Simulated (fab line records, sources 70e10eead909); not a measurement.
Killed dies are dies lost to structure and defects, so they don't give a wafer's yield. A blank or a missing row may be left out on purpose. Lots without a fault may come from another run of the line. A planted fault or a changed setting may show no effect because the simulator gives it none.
A struck lot beside a sound one | flow nand_harc | 40 steps out of a route of 1302
Sound: wafers L409.2, L409.3, L409.6. Struck: wafers L420.4, L420.6. (L420.1 of the same lot was not struck and is left out.) The cause comes at the end.
At each step with rows: each side's tool, then ch and its chambers, then its first start. Under that, the readings that differ: sound wafers | struck wafers | difference of the means | sigmas: that difference in standard deviations of wafers without a fault.
alike: readings whose means differ by less than 2 such deviations, and words and numbers that are the same on both sides. not compared: withheld readings, readings that some wafer has no value for, bounds like >300 that may hide the same value, and numbers for which the record gives no deviation and whose values overlap.
The two part at a step that has a row with sigmas, a row that says differs or no value, or rows on one side only. Numbers that don't overlap but have no deviation are shown without sigmas and don't part them. A reading that every wafer of one side lacks parts them only if that side has two wafers or more.

NHARC_A_CONTACT_OVL_MEAS_09:
  sound on overlay-01, day 25 05:44; struck on overlay-01, day 29 05:16
  alike: overlay_x_nm, overlay_y_nm
NHARC_A_CONTACT_INSPECT_10:
  sound on defect_inspect-01, day 25 05:46; struck on defect_inspect-02, day 29 05:18
  alike: raw_defect_count
then, 1 step without rows for these wafers: NHARC_A_CONTACT_DESCUM_13 (chemistry O2, time 3 s).
NHARC_A_CONTACT_ETCH_88: etches the open film in CF4, target depth 39 nm, time 65 s.
  sound on rie_diel-07 ch 0,1,2, day 25 05:55; struck on rie_diel-04 ch 0,3, day 29 05:27
  alike: drypump_motor_current_A, oes_product_au, rf_fwd_power_W, rf_vpp_V, showerhead_plenum_p_Torr, throttle_valve_pct
  not compared: rf_hours_counter_h
then, 4 steps without rows for these wafers: NHARC_A_CONTACT_ETCH_89 (etches the open film in N2/H2, target depth 260 nm, time 475.3 s); NHARC_A_CONTACT_ETCH_30 (etches the open film in CF4/CHF3, target depth 72.6 nm, time 36.3 s); NHARC_A_CONTACT_ETCH_31 (etches the open film in O2/COS, target depth 2800 nm, time 728 s); NHARC_A_CONTACT_ETCH_134 (etches the open film in C4F8/O2/Ar, time 140 s, target depth 700 nm).
NHARC_A_CONTACT_ETCH_135: etches the open film in C4F8/O2/Ar, time 311 s, target depth 1912 nm.
  sound on har_cap_etch-02 ch 0,1, day 25 07:08; struck on har_cap_etch-02 ch 0, day 29 06:41
  not compared: rf_hours_counter_h
NHARC_A_CONTACT_ETCH_136: etches the open film in C4F8/O2/Ar, time 311 s, target depth 1912 nm.
  sound on har_cap_etch-02 ch 0,1, day 25 07:25; struck on har_cap_etch-02 ch 0, day 29 06:58
  not compared: rf_hours_counter_h
then, 2 steps without rows for these wafers: NHARC_A_CONTACT_ETCH_137 (etches the open film in C4F8/O2/Ar, time 311 s, target depth 1912 nm); NHARC_A_CONTACT_ETCH_138 (etches the open film in C4F8/O2/Ar, time 311 s, target depth 1914 nm).
NHARC_A_CONTACT_ETCH_139: etches the open film in C4F8/O2/Ar, time 195 s, target depth 840 nm.
  sound on har_cap_etch-02 ch 0,1, day 25 08:14; struck on har_cap_etch-02 ch 0, day 29 07:47
  not compared: rf_hours_counter_h
NHARC_A_CONTACT_ETCH_92: etches the open film in CH3F/O2, target depth 40 nm, time 85.7 s.
  sound on rie_diel-04 ch 0,1,2, day 25 08:47; struck on rie_diel-04 ch 1, day 29 08:22
  alike: drypump_motor_current_A, oes_product_au, rf_fwd_power_W, rf_vpp_V, showerhead_plenum_p_Torr, throttle_valve_pct
  not compared: rf_hours_counter_h
NHARC_A_CONTACT_ETCH_98: etches the open film in C4F6/O2, target depth 20 nm, time 10 s.
  sound on rie_diel-04 ch 0,1, day 25 08:57; struck on rie_diel-04 ch 0,1
  alike: drypump_motor_current_A, oes_product_au, rf_fwd_power_W, rf_vpp_V, showerhead_plenum_p_Torr, throttle_valve_pct
  not compared: rf_hours_counter_h
NHARC_A_CONTACT_CD_MEAS_15:
  sound on cd_sem-02, day 25 09:02; struck on cd_sem-01, day 29 08:35
  alike: cd_nm
then, 20 steps without rows for these wafers: NHARC_A_CONTACT_STRIP_107 (strips in N2/H2); NHARC_A_CONTACT_STRIP_108 (strips in CF4/CHF3); NHARC_A_CONTACT_STRIP_109 (strips in O2/COS); NHARC_A_CONTACT_ETCH_110 (etches the open film in CF4/O2, target depth 60 nm, overetch 6 nm, time 33 s); NHARC_A_CONTACT_STRIP_26 (strips in O2); NHARC_A_CONTACT_STRIP_27 (strips in post etch residue remover, time 600 s); NHARC_A_CONTACT_ALD_18 (deposits TiN, target thk 3 nm, pulse time 1 s, ald cycles 150); NHARC_A_CONTACT_CVD_19 (deposits W, target thk 300 nm, time 802 s); NHARC_A_CONTACT_CMP_20 (polishes, t overpolish 30 s, target thk 300 nm); NHARC_A_CONTACT_SRD_22; NHARC_A_BLC_DEHYDRATE_00 (time 120 s); NHARC_A_BLC_HMDS_01 (time 30 s); NHARC_A_BLC_COAT_02 (time 75 s); NHARC_A_BLC_COAT_03 (time 65 s); NHARC_A_BLC_COAT_04 (resist thk 90 nm); NHARC_A_BLC_SOFTBAKE_05 (time 55 s); NHARC_A_BLC_EBR_06; NHARC_A_BLC_EXPOSE_07 (exposes mask A BLC, target cd 100 nm); NHARC_A_BLC_PEB_08 (peb time 65 s); NHARC_A_BLC_DEVELOP_09 (develop time 35 s).
NHARC_A_BLC_CD_MEAS_10: target cd 100 nm.
  sound on cd_sem-03 ch 0, day 25 11:53; struck on cd_sem-01 ch 0, day 29 11:38
  alike: cd_nm
NHARC_A_BLC_OVL_MEAS_11:
  sound on overlay-02, day 25 11:58; struck on overlay-01, day 29 11:43
  alike: overlay_x_nm, overlay_y_nm
then, 1 step without rows for these wafers: NHARC_A_BLC_DESCUM_15 (chemistry O2, time 3 s).
NHARC_END_SORT_01:
  sound on prober-01 ch 0, day 27 09:25; struck on prober-01 ch 0, day 31 09:18
  reading         | sound     | struck  | difference | sigmas
  killed_at_array | 97 78 82  | 119 135 | +41        | +2
  killed_dies     | 104 81 88 | 128 139 | +42        | +2
  alike: killed_at_other, killed_at_periphery, killed_open, killed_short

WHERE THEY PART
Only at NHARC_END_SORT_01, within this record.

WHY: what the simulator had put in
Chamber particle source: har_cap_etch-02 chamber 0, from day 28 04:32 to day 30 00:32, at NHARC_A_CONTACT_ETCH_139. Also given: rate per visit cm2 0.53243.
